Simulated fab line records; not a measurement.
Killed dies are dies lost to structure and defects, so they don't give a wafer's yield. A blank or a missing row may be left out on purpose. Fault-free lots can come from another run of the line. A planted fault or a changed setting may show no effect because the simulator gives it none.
Matching of chambers || flow n5-finfet || cvd-co-01 running N5_BEOL_M3_PRE_CLEAN_60: 3 sister chambers
The step time 15 s. 6 wafers are shown with their chamber, then 9 later ones without.

WAFERS, EACH WITH ITS CHAMBER
{"wafer": "L084.4", "chamber": 0, "heater-power-w (W)": 86}
{"wafer": "L088.5", "chamber": 1, "heater-power-w (W)": 113}
{"wafer": "L088.6", "chamber": 2, "heater-power-w (W)": 89}
{"wafer": "L092.1", "chamber": 2, "heater-power-w (W)": 90}
{"wafer": "L092.3", "chamber": 0, "heater-power-w (W)": 84}
{"wafer": "L092.6", "chamber": 1, "heater-power-w (W)": 111}

WAFERS WITH NO CHAMBER GIVEN
{"wafer": "L094.1", "heater-power-w (W)": 116}
{"wafer": "L094.2", "heater-power-w (W)": 84}
{"wafer": "L094.6", "heater-power-w (W)": 92}
{"wafer": "L096.1", "heater-power-w (W)": 92}
{"wafer": "L096.2", "heater-power-w (W)": 110}
{"wafer": "L096.6", "heater-power-w (W)": 83}
{"wafer": "L097.1", "heater-power-w (W)": 93}
{"wafer": "L097.3", "heater-power-w (W)": 115}
{"wafer": "L097.5", "heater-power-w (W)": 84}

EACH ONE'S CHAMBER
{"wafer": "L094.1", "from the rows above": 1, "in truth": 1}
{"wafer": "L094.2", "from the rows above": 0, "in truth": 0}
{"wafer": "L094.6", "from the rows above": 2, "in truth": 2}
{"wafer": "L096.1", "from the rows above": 2, "in truth": 2}
{"wafer": "L096.2", "from the rows above": 1, "in truth": 1}
{"wafer": "L096.6", "from the rows above": 0, "in truth": 0}
{"wafer": "L097.1", "from the rows above": 2, "in truth": 2}
{"wafer": "L097.3", "from the rows above": 1, "in truth": 1}
{"wafer": "L097.5", "from the rows above": 0, "in truth": 0}
Placed correctly: 9 of 9. From these rows, 0 cannot be placed. 0 placed wrongly.
How it was worked out, from the rows above alone: a wafer's distance from a chamber is the root of the sum, over the readings, of the square of ((its reading less the chamber's mean) divided by the reading's scatter). If the next closest chamber is less than 2 further off than the closest, the wafer can't be placed; otherwise it belongs to the closest. The mean given for a chamber averages the wafers shown for that chamber. The scatter: take each reading less its chamber's mean, square it, sum over the shown wafers, divide by the number of wafers less the number of chambers, and take the root.
